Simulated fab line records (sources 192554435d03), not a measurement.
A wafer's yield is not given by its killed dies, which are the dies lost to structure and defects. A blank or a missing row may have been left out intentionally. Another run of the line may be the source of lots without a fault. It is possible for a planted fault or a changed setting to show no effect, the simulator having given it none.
The same fault as seen by 2 desks -- flow n5Finfet -- only its own numbers are on each desk; what lay behind them is given at the end

AT THE METROLOGY DESK
What the gauges read, lot by lot, whatever tool the lot ran on: means of the sampled wafers that have a number. Any lot whose mean is over 4 standard deviations away from the usual mean is out of limits and marked OUT; that distance is given in the brackets. Shown here are 7 of its 10 readings, the ones lying furthest out on some lot.
Columns: A = DIBL_N at N5_BEOL_M4_RC_MEAS_101, usual 35.9 mV/V; B = IOFF_N at N5_BEOL_M4_RC_MEAS_101, usual 0.152 nA/um; C = IOFF_P at N5_BEOL_M4_RC_MEAS_101, usual 0.204 nA/um; D = ION_N at N5_BEOL_M4_RC_MEAS_101, usual 673 uA/um; E = ION_P at N5_BEOL_M4_RC_MEAS_101, usual 462 uA/um; F = VT_N at N5_BEOL_M4_RC_MEAS_101, usual 250.3 mV; G = VT_P at N5_BEOL_M4_RC_MEAS_101, usual -250.6 mV
lot,first seen here,A,B,C,D,E,F,G
L225,day 9 18:14,35.2,0.147,0.177,670,453,251.0,-254.8
L228,day 10 15:11,36.5,0.151,0.225,664,460,251.1,-249.2
L232,day 11 08:16,37.8,0.196,0.223,682,462,246.6,-251.2
L243,day 14 01:26,34.5,0.125,0.156,656,448,254.8,-255.7
This desk's verdict: no lot among the 4 shows anything out of limits.

AT THE TOOL OWNER'S DESK: aldSin-01
The tool's own readings at N5_BEOL_M0_SAQP_ALD_48 (deposits SiO2, target thk 20 nm, pulse time 1 s, co reactant pulse time 1 s): means of the sampled wafers that have a number, for each lot that ran on this tool. Any lot whose mean is over 4 standard deviations away from the usual mean is out of limits and marked OUT; that distance is given in the brackets.
Columns: A = chamberPressureTorr at N5_BEOL_M0_SAQP_ALD_48, usual 2.000 Torr; B = heaterPowerW at N5_BEOL_M0_SAQP_ALD_48, usual 80 W; C = precursorPulseHeightRel at N5_BEOL_M0_SAQP_ALD_48, usual 1.001
lot,first seen here,A,B,C
L225,day 6 11:34,2.002,77,0.996
L228,day 7 02:40,2.001,76,0.994
L232,day 8 07:44,2.004,72,0.996
This desk's verdict: no lot among the 3 shows anything out of limits.

TAKEN TOGETHER
From the metrology desk's view, nothing was out of limits.
Nothing out of limits was seen by the tool owner's desk.

WHAT THE SIMULATOR HAD INSERTED
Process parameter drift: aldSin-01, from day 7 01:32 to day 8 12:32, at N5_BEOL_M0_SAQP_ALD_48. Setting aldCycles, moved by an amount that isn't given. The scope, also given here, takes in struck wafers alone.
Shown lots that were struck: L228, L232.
